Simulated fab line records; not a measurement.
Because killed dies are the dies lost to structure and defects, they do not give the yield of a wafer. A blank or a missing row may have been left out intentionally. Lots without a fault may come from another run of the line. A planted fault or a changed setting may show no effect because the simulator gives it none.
Matching of chambers :: flow nandHarc :: 4 sister chambers for NHARC_A_CHANNEL_HOLE_D2_DESCUM_15 on rieDiel-01
The step chemistry O2, time 3 s. 16 wafers are shown with their chamber, then 8 later ones without.

EACH WAFER AND ITS CHAMBER
wafer: L079.2
chamber: 2
drypumpMotorCurrentA (A): 5.7
oesProductAu (a.u.): 1.014
rfVppV (V): 57.2

wafer: L079.3
chamber: 3
drypumpMotorCurrentA (A): 5.9
oesProductAu (a.u.): 1.004
rfVppV (V): 56.8

wafer: L079.5
chamber: 2
drypumpMotorCurrentA (A): 5.7
oesProductAu (a.u.): 1.019
rfVppV (V): 59.1

wafer: L080.4
chamber: 2
drypumpMotorCurrentA (A): 5.8
oesProductAu (a.u.): 1.029
rfVppV (V): 56.9

wafer: L080.5
chamber: 2
drypumpMotorCurrentA (A): 5.7
oesProductAu (a.u.): 1.022
rfVppV (V): 58.6

wafer: L080.6
chamber: 3
drypumpMotorCurrentA (A): 5.9
oesProductAu (a.u.): 1.009
rfVppV (V): 57.0

wafer: L082.4
chamber: 0
drypumpMotorCurrentA (A): 6.4
oesProductAu (a.u.): 0.988
rfVppV (V): 56.9

wafer: L082.5
chamber: 2
drypumpMotorCurrentA (A): 5.7
oesProductAu (a.u.): 1.011
rfVppV (V): 58.4

wafer: L082.6
chamber: 1
drypumpMotorCurrentA (A): 6.0
oesProductAu (a.u.): 1.003
rfVppV (V): 58.2

wafer: L088.1
chamber: 0
drypumpMotorCurrentA (A): 6.4
oesProductAu (a.u.): 0.987
rfVppV (V): 58.3

wafer: L088.2
chamber: 1
drypumpMotorCurrentA (A): 6.0
oesProductAu (a.u.): 0.997
rfVppV (V): 58.8

wafer: L088.4
chamber: 3
drypumpMotorCurrentA (A): 5.9
oesProductAu (a.u.): 1.023
rfVppV (V): 57.9

wafer: L089.2
chamber: 0
drypumpMotorCurrentA (A): 6.3
oesProductAu (a.u.): 0.997
rfVppV (V): 58.2

wafer: L089.3
chamber: 2
drypumpMotorCurrentA (A): 5.7
oesProductAu (a.u.): 1.012
rfVppV (V): 59.2

wafer: L089.6
chamber: 0
drypumpMotorCurrentA (A): 6.4
oesProductAu (a.u.): 0.996
rfVppV (V): 56.6

wafer: L092.2
chamber: 1
drypumpMotorCurrentA (A): 6.0
oesProductAu (a.u.): 0.985
rfVppV (V): 57.5

SIGNATURES (averages over the wafers above)
reading: drypumpMotorCurrentA
chamber 0: 6.375
chamber 1: 6.000
chamber 2: 5.717
chamber 3: 5.900
scatter within a chamber: 0.0363

reading: oesProductAu
chamber 0: 0.99200
chamber 1: 0.99500
chamber 2: 1.01783
chamber 3: 1.01200
scatter within a chamber: 0.00754

reading: rfVppV
chamber 0: 57.500
chamber 1: 58.167
chamber 2: 58.233
chamber 3: 57.233
scatter within a chamber: 0.843
Rule: a wafer lies at a distance from a chamber equal to the root of the sum of squares, over the readings, of (its reading less the chamber's mean, divided by the reading's scatter). The wafer belongs to the nearest chamber; if the next one is less than 2 further off, it can't be placed. The scatter: the root of (the sum of the squares of (reading less its chamber's mean) over the shown wafers, divided by (wafers less chambers)).

WAFERS WHOSE CHAMBER IS MISSING
wafer: L092.3
drypumpMotorCurrentA (A): 6.4
oesProductAu (a.u.): 0.988
rfVppV (V): 57.9

wafer: L092.5
drypumpMotorCurrentA (A): 6.0
oesProductAu (a.u.): 0.982
rfVppV (V): 58.8

wafer: L094.1
drypumpMotorCurrentA (A): 6.0
oesProductAu (a.u.): 0.981
rfVppV (V): 57.4

wafer: L094.3
drypumpMotorCurrentA (A): 5.8
oesProductAu (a.u.): 1.019
rfVppV (V): 58.6

wafer: L094.5
drypumpMotorCurrentA (A): 6.4
oesProductAu (a.u.): 0.986
rfVppV (V): 57.2

wafer: L095.2
drypumpMotorCurrentA (A): 6.0
oesProductAu (a.u.): 0.989
rfVppV (V): 57.5

wafer: L095.4
drypumpMotorCurrentA (A): 6.4
oesProductAu (a.u.): 0.983
rfVppV (V): 58.0

wafer: L095.5
drypumpMotorCurrentA (A): 6.4
oesProductAu (a.u.): 0.973
rfVppV (V): 58.0

WHICH CHAMBER EACH ONE RAN IN
wafer: L092.3
from the rows above: 0
in truth: 0

wafer: L092.5
from the rows above: 1
in truth: 1

wafer: L094.1
from the rows above: 1
in truth: 1

wafer: L094.3
from the rows above: can't be placed: 2 or 3
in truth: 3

wafer: L094.5
from the rows above: 0
in truth: 0

wafer: L095.2
from the rows above: 1
in truth: 1

wafer: L095.4
from the rows above: 0
in truth: 0

wafer: L095.5
from the rows above: 0
in truth: 0
Placed correctly: 7 of 8. Cannot be placed on the basis of these rows: 1; the candidates contain the true chamber in 1. 0 placed wrongly.
